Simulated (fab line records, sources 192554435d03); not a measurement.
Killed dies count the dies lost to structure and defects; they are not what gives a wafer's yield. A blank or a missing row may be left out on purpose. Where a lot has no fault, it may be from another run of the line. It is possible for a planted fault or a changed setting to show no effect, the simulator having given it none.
The same fault as seen by 2 desks    flow n5Finfet    only its own numbers are on each desk; what lay behind them is given at the end

## THE METROLOGY DESK
What the gauges read for every lot (on any tool): the sampled wafers with a number, averaged. A lot is out of limits, marked OUT, if its mean lies more than 4 standard deviations from the usual mean; the brackets give that distance.
Columns: A = M14_THK at N5_BEOL_M14_THK_MEAS_50, usual 559 nm
lot   first seen here  A
L190  day 12 22:19     555
L194  day 13 05:52     547
L192  day 13 21:59     551
L198  day 15 17:17     579
L199  day 15 19:10     562
L207  day 17 00:17     555
L205  day 17 11:24     560
L208  day 17 18:15     573
L211  day 18 14:00     561
L212  day 18 14:25     559
L213  day 18 20:57     568
This desk's finding: nothing out of limits on any of the 11 lots.

## AT THE TOOL OWNER'S DESK: rieDiel-02
The tool's own readings at N5_PASSIVATION_STRIP_48 (strips in O2): means of the sampled wafers that have a number, for each lot that ran on this tool. A lot is out of limits, marked OUT, if its mean lies more than 4 standard deviations from the usual mean; the brackets give that distance.
Columns: A = drypumpMotorCurrentA at N5_PASSIVATION_STRIP_48, usual 5.8 A; B = oesProductAu at N5_PASSIVATION_STRIP_48, usual 0.86 a.u.; C = rfVppV at N5_PASSIVATION_STRIP_48, usual 3.6 V; D = showerheadPlenumPTorr at N5_PASSIVATION_STRIP_48, usual 2.13 Torr; E = tempC at N5_PASSIVATION_STRIP_48, usual 60.00 C; F = throttleValvePct at N5_PASSIVATION_STRIP_48, usual 16.55 %
lot   first seen here  A    B     C    D     E                 F
L194  day 14 08:18     6.0  0.88  1.6  2.22  60.00             16.46
L192  day 15 09:05     4.9  0.91  4.1  2.04  60.09             16.29
L198  day 16 08:53     6.1  0.81  4.5  2.21  59.46 (-4.9) OUT  16.57
L199  day 16 13:12     5.7  0.88  2.3  2.13  59.38 (-5.6) OUT  16.47
L213  day 19 14:16     5.5  0.85  3.4  2.12  59.92             16.46
This desk's finding: out of limits on L198, L199; first on L198, day 16 08:53 (tempC at N5_PASSIVATION_STRIP_48). L194, L192, L213 stayed within limits.

## BROUGHT TOGETHER
At day 16 08:53, on L198, L199, the tool owner's desk was in a position to raise an alarm.
The metrology desk saw nothing out of limits.
The metrology desk holds a record of L198, L199, inside its limits.
Every lot named ran N5_PASSIVATION_STRIP_48 on rieDiel-02.

## WHAT WAS PUT IN BY THE SIMULATOR
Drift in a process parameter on rieDiel-02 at N5_PASSIVATION_STRIP_48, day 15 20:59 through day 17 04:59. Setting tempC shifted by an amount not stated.
Struck lots among those shown: L198, L199.
How many hours passed from the start of the fault until each desk's first out-of-limits reading: the tool owner's desk, 12.
